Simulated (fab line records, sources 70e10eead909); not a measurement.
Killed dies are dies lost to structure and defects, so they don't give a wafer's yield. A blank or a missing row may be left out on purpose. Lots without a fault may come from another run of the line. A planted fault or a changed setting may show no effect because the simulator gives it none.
Which tool did it? | flow nand_harc | 12 lots, 36 wafers sampled, at 5 steps of a route of 1302

WHAT THE GAUGES READ, wafer by wafer
NHARC_A_STAIRCASE_INSPECT_155.
lot  | measured     | on                | raw_defect_count
L075 | day 19 09:03 | defect_inspect-02 | 402 346 407
L078 | day 20 23:37 | defect_inspect-01 | 454 337 451
L080 | day 21 03:02 | defect_inspect-02 | 406 368 296
L081 | day 22 08:07 | defect_inspect-02 | 338 378 410
L082 | day 22 21:37 | defect_inspect-02 | 331 265 272
L085 | day 23 18:09 | defect_inspect-02 | 466 464 346
L088 | day 24 14:10 | defect_inspect-02 | 314 357 364
L087 | day 24 15:49 | defect_inspect-01 | 482 278 333
L090 | day 25 10:14 | defect_inspect-02 | 508 400 745
L093 | day 26 11:08 | defect_inspect-01 | 1298 340 464
L096 | day 28 00:35 | defect_inspect-02 | 197 224 317
L097 | day 29 02:53 | defect_inspect-01 | 331 644 477

WHICH TOOL RAN EACH LOT (tool, then ch and the chambers of the sampled wafers, then the start)
lot  | NHARC_A_STAIRCASE_ETCH_452                    | NHARC_A_STAIRCASE_ETCH_294                    | NHARC_A_STAIRCASE_DEP_151       | NHARC_A_STAIRCASE_CMP_152
L075 | rie_diel-05 ch 0,2,3, day 18 01:23 or earlier | rie_diel-05 ch 1,2,3, day 18 01:23 or earlier | pecvd-03 ch 0,2, day 18 01:23   | cmp-01 ch 0,1,3, day 19 06:57
L078 | rie_diel-13 ch 0,1,2, day 19 09:28 or earlier | rie_diel-13 ch 1,3, day 19 09:28 or earlier   | pecvd-03 ch 0,1,2, day 19 09:28 | cmp-03 ch 0,3, day 20 18:11
L080 | rie_diel-05 ch 1,2,3, day 19 19:00 or earlier | rie_diel-05 ch 0,1,2, day 19 19:00 or earlier | pecvd-01 ch 0,1,2, day 19 19:00 | cmp-02 ch 0,2, day 21 01:19
L081 | rie_diel-05 ch 0,2,3, day 20 21:05 or earlier | rie_diel-05 ch 0,1, day 20 21:05 or earlier   | pecvd-02 ch 0,1,2, day 20 21:05 | cmp-01 ch 0,1,3, day 22 06:22
L082 | rie_diel-07 ch 0,1,3, day 21 10:37 or earlier | rie_diel-07 ch 0,3, day 21 10:37 or earlier   | pecvd-03 ch 0,2, day 21 10:37   | cmp-03 ch 0,1,3, day 22 19:56
L085 | rie_diel-13 ch 2,3, day 22 03:37 or earlier   | rie_diel-13 ch 1,2, day 22 03:37 or earlier   | pecvd-03 ch 0,1,2, day 22 03:37 | cmp-03 ch 0,3, day 23 16:24
L088 | rie_diel-07 ch 0,3, day 23 07:21 or earlier   | rie_diel-07 ch 1,3, day 23 07:21 or earlier   | pecvd-02 ch 0,1,2, day 23 07:21 | cmp-02 ch 0,3, day 24 12:22
L087 | rie_diel-07 ch 0,3, day 23 07:23 or earlier   | rie_diel-07 ch 0,3, day 23 07:23 or earlier   | pecvd-03 ch 1,2, day 23 07:23   | cmp-03 ch 1,2,3, day 24 14:07
L090 | rie_diel-05 ch 0,2,3, day 24 03:32 or earlier | rie_diel-05 ch 0,1,2, day 24 03:32 or earlier | pecvd-01 ch 0,1,2, day 24 03:32 | cmp-01 ch 0,2,3, day 25 08:32
L093 | rie_diel-05 ch 0,1,2, day 25 06:06 or earlier | rie_diel-05 ch 1,2,3, day 25 06:06 or earlier | pecvd-03 ch 0,1,2, day 25 06:06 | cmp-01 ch 0,2,3, day 26 09:26
L096 | rie_diel-13 ch 1,2,3, day 26 15:47 or earlier | rie_diel-13 ch 0,3, day 26 15:47 or earlier   | pecvd-01 ch 0,1,2, day 26 15:47 | cmp-03 ch 0,1,2, day 27 22:53
L097 | rie_diel-07 ch 0,1,2, day 27 14:49 or earlier | rie_diel-07 ch 1,3, day 27 14:49 or earlier   | pecvd-03 ch 1,2, day 27 14:49   | cmp-03 ch 0,2,3, day 29 01:08
- NHARC_A_STAIRCASE_ETCH_452: etches the open film in CF4/O2, target depth 30 nm, overetch 3 nm, time 16.5 s.
- NHARC_A_STAIRCASE_ETCH_294: etches the open film in C4F8/O2/Ar, target depth 4989 nm, time 1211.6 s.
- NHARC_A_STAIRCASE_DEP_151: deposits SiO2, target thk 7200 nm.
- NHARC_A_STAIRCASE_CMP_152: polishes.

THE ANSWER, worked out from the rows above alone
Rule: what is usual is taken from the lots themselves. Put in order of their means at a reading, lots are off if they are a third of the lots or fewer, leave a main group of 4 or more, and stand apart from it by a gap of 3 or more times the standard deviation of the main group's means; of several such gaps the widest counts. A main group whose means are all the same, to the digits that the tables above print for the reading, isn't used. A lot without any number at a reading at which 4 lots or more have one is off too. The other lots that the step has rows for count as sound.
No lot is off at any reading shown: from this, nothing can be told.

WHAT THE SIMULATOR HAD PUT IN
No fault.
